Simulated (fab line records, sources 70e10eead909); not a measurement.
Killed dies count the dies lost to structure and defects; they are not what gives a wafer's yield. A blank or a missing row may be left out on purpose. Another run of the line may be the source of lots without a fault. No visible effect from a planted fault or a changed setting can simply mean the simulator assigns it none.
Which tool is to blame? | flow nand_harc | 36 wafers from 12 lots sampled at 5 of the route's 1302 steps

WHAT THE GAUGES SHOWED, per wafer
NHARC_P_CONTACT_OVL_MEAS_13.
lot  | measured     | on         | overlay_x_nm (nm) | overlay_y_nm (nm)
L431 | day 6 16:49  | overlay-01 | -0.1 -0.1 0.6     | -0.2 -0.5 -0.4
L432 | day 7 06:31  | overlay-01 | -1.3 -0.6 -1.3    | -0.6 0.1 0.1
L433 | day 7 08:50  | overlay-02 | 1.1 1.2 1.1       | -0.5 -0.3 -0.4
L434 | day 8 00:16  | overlay-01 | 1.5 1.3 1.2       | 1.5 1.7 2.1
L437 | day 9 07:55  | overlay-02 | 0.5 1.1 0.3       | 0.0 -0.1 0.0
L442 | day 12 00:11 | overlay-02 | -1.5 -0.9 -1.2    | -0.7 -0.7 -0.8
L444 | day 12 00:50 | overlay-01 | 0.0 1.1 0.1       | -0.2 0.1 0.0
L443 | day 12 01:35 | overlay-02 | -1.9 -1.9 -1.7    | 1.5 1.2 0.6
L445 | day 12 18:24 | overlay-02 | 0.2 0.1 -0.2      | -0.7 -1.3 -1.1
L447 | day 13 17:02 | overlay-01 | -0.6 0.2 -0.4     | -0.7 -0.2 -0.2
L451 | day 15 02:26 | overlay-01 | -1.2 -1.0 -0.5    | -1.2 -0.6 -1.1
L452 | day 15 13:53 | overlay-01 | -0.1 -0.5 0.1     | 0.6 1.3 0.6

NHARC_END_SORT_01.
lot  | measured     | on        | killed_at_array | killed_at_other | killed_at_periphery | killed_dies | killed_open | killed_short
L443 | day 31 03:23 | prober-01 | 61 53 67        | 1 2 0           | 2 0 1               | 64 55 68    | 3 2 3       | 2 3 1

WHAT TOOL EACH LOT RAN ON (gives the tool, then ch and the chambers of the sampled wafers, and finally the start)
lot  | NHARC_P_GATE_RTA_64              | NHARC_P_CONTACT_CMP_01        | NHARC_P_CONTACT_ETCH_35
L431 | rtp_anneal-02 ch 0, day 6 13:55  | cmp-03 ch 1,2, day 6 15:56    | rie_diel-12 ch 2,3, day 6 17:00
L432 | rtp_anneal-01 ch 0, day 7 03:34  | cmp-03 ch 0,2,3, day 7 05:36  | rie_diel-02 ch 0,1,3, day 7 06:42
L433 | rtp_anneal-02 ch 0, day 7 05:54  | cmp-01 ch 1,2,3, day 7 07:57  | rie_diel-07 ch 0,3, day 7 09:02
L434 | rtp_anneal-02 ch 0, day 7 21:20  | cmp-01 ch 0,1,3, day 7 23:24  | rie_diel-07 ch 1,2, day 8 00:27
L437 | rtp_anneal-01 ch 0, day 9 04:39  | cmp-02 ch 0,1,3, day 9 07:00  | rie_diel-12 ch 1,2, day 9 08:07
L442 | rtp_anneal-02 ch 0, day 11 21:23 | cmp-02 ch 0,3, day 11 23:23   | rie_diel-02 ch 0,2,3, day 12 00:23
L444 | rtp_anneal-02 ch 0, day 11 21:52 | cmp-01 ch 0,1,2, day 11 23:55 | rie_diel-07 ch 0,1,3, day 12 01:01
L443 | rtp_anneal-01 ch 0, day 11 22:47 | cmp-02 ch 1,2,3, day 12 00:50 | rie_diel-02 ch 0,1,2, day 12 01:46
L445 | rtp_anneal-02 ch 0, day 12 15:29 | cmp-01 ch 1,2,3, day 12 17:31 | rie_diel-12 ch 1,2, day 12 18:36
L447 | rtp_anneal-01 ch 0, day 13 14:04 | cmp-03 ch 0,1,3, day 13 16:06 | rie_diel-12 ch 0,2,3, day 13 17:13
L451 | rtp_anneal-01 ch 0, day 14 23:28 | cmp-01 ch 1,2,3, day 15 01:31 | rie_diel-07 ch 1,2,3, day 15 02:37
L452 | rtp_anneal-01 ch 0, day 15 10:53 | cmp-02 ch 1,2,3, day 15 12:59 | rie_diel-12 ch 0,1, day 15 14:05
- NHARC_P_GATE_RTA_64: time 1 s.
- NHARC_P_CONTACT_CMP_01: polishes SiO2, target thk 200 nm.
- NHARC_P_CONTACT_ETCH_35: etches the open film in CF4, target depth 39 nm, time 65 s.

AS READ BY THE TOOLS THEMSELVES (means over the sampled wafers that have a number; for cases with no such wafer, the mark the record gives instead)
NHARC_P_GATE_RTA_64.
lot  | tool          | lamp_power_pct (%) | lamp_zone_5_pct (%) | wafer_temp_C_max
L431 | rtp_anneal-02 | 34.13              | 34.15               | 1055.0
L432 | rtp_anneal-01 | 33.51              | 33.56               | 1054.4
L433 | rtp_anneal-02 | 34.13              | 34.14               | 1054.6
L434 | rtp_anneal-02 | 34.12              | 34.13               | 1055.7
L437 | rtp_anneal-01 | 33.52              | 33.50               | 1053.7
L442 | rtp_anneal-02 | 34.13              | 34.13               | 1055.6
L444 | rtp_anneal-02 | 34.14              | 34.14               | 1055.1
L443 | rtp_anneal-01 | 33.51              | 33.54               | 1053.5
L445 | rtp_anneal-02 | 34.14              | 34.14               | 1053.9
L447 | rtp_anneal-01 | 33.54              | 33.52               | 1053.1
L451 | rtp_anneal-01 | 33.51              | 33.52               | 1055.6
L452 | rtp_anneal-01 | 33.51              | 33.54               | 1055.2

NHARC_P_CONTACT_CMP_01.
lot  | tool   | edge_zone_pressure_frac | motor_current_A (A)
L431 | cmp-03 | 1.002                   | 11.2
L432 | cmp-03 | 1.001                   | 11.2
L433 | cmp-01 | 1.000                   | 11.3
L434 | cmp-01 | 0.999                   | 11.7
L437 | cmp-02 | 1.002                   | 10.9
L442 | cmp-02 | 1.004                   | 10.6
L444 | cmp-01 | 1.003                   | 11.1
L443 | cmp-02 | 1.004                   | 12.1
L445 | cmp-01 | 0.998                   | 11.3
L447 | cmp-03 | 1.004                   | 10.9
L451 | cmp-01 | 1.000                   | 11.5
L452 | cmp-02 | 1.001                   | 12.1

NHARC_P_CONTACT_ETCH_35.
lot  | tool        | chamber_pressure_mTorr (mTorr) | drypump_motor_current_A (A) | oes_product_au (a.u.) | rf_vpp_V (V) | run_length_s (s) | showerhead_plenum_p_Torr (Torr) | throttle_valve_pct (%)
L431 | rie_diel-12 | 50.03                          | 5.5                         | 1.008                 | 152.2        | 86.5             | 1.79                            | 13.279
L432 | rie_diel-02 | 49.98                          | 5.8                         | 1.013                 | 151.9        | 86.2             | 1.82                            | 13.281
L433 | rie_diel-07 | 50.02                          | 5.8                         | 1.007                 | 152.1        | 87.1             | 1.81                            | 13.278
L434 | rie_diel-07 | 49.98                          | 6.0                         | 1.006                 | 151.9        | 85.9             | 1.77                            | 13.275
L437 | rie_diel-12 | 50.04                          | 5.7                         | 1.006                 | 150.9        | 85.7             | 1.77                            | 13.278
L442 | rie_diel-02 | 50.03                          | 5.8                         | 1.001                 | 151.7        | 82.0             | 1.83                            | 13.287
L444 | rie_diel-07 | 49.99                          | 5.6                         | 1.001                 | 152.0        | 86.6             | 1.84                            | 13.284
L443 | rie_diel-02 | 50.03                          | 5.8                         | 1.004                 | 152.5        | 81.8             | 1.82                            | 13.290
L445 | rie_diel-12 | 49.97                          | 6.0                         | 1.015                 | 149.8        | 86.1             | 1.74                            | 13.283
L447 | rie_diel-12 | 50.03                          | 5.5                         | 1.001                 | 151.7        | 86.4             | 1.80                            | 13.287
L451 | rie_diel-07 | 50.02                          | 5.9                         | 0.990                 | 152.4        | 86.4             | 1.79                            | 13.289
L452 | rie_diel-12 | 49.99                          | 5.1                         | 0.990                 | 151.6        | 85.9             | 1.84                            | 13.289

THE ANSWER, worked out from the rows above alone
Rule: usual is defined by the lots themselves. The widest of any qualifying gaps counts: lots, ordered by their means at a reading, are off when they make up no more than a third of the lots, leave a main group of 4 or more, and stand apart from it by 3 or more times the standard deviation of that group's means. Not used: any main group whose means are identical at the precision the tables above print for the reading. A lot without any number at a reading at which 4 lots or more have one is off too. Where the step has rows for the other lots, those lots are counted as sound. Order of review: gauges by route order, followed by the tools' own readings, for which a lot's mean as printed above is used. The first step at which some lot is off is used, and at that step the reading that is off furthest; a lot without a number counts as furthest.
Off: L442, L443 (NHARC_P_CONTACT_ETCH_35, run_length_s). The main group: mean 86.3 s, standard deviation 0.39.
A tool fits if, at that step or a process step before it, it ran every lot that is off, and no sound lot after the first of them. One fits: NHARC_P_CONTACT_ETCH_35 on rie_diel-02. Its last sound lot is L432 (day 7 06:42), its first lot that is off L442 (day 12 00:23): a fault that began between those two fits.
On the lots that are off, the tool's own readings at NHARC_P_CONTACT_ETCH_35 differ by more than 5 times the standard deviation of the sound lots' means, which bears it out; run_length_s reads 81.9 s there versus 86.3 s on the sound lots.

WHAT HAD BEEN PUT IN BY THE SIMULATOR
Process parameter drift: rie_diel-02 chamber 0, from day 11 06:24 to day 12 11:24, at NHARC_P_CONTACT_ETCH_35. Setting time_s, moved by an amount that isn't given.
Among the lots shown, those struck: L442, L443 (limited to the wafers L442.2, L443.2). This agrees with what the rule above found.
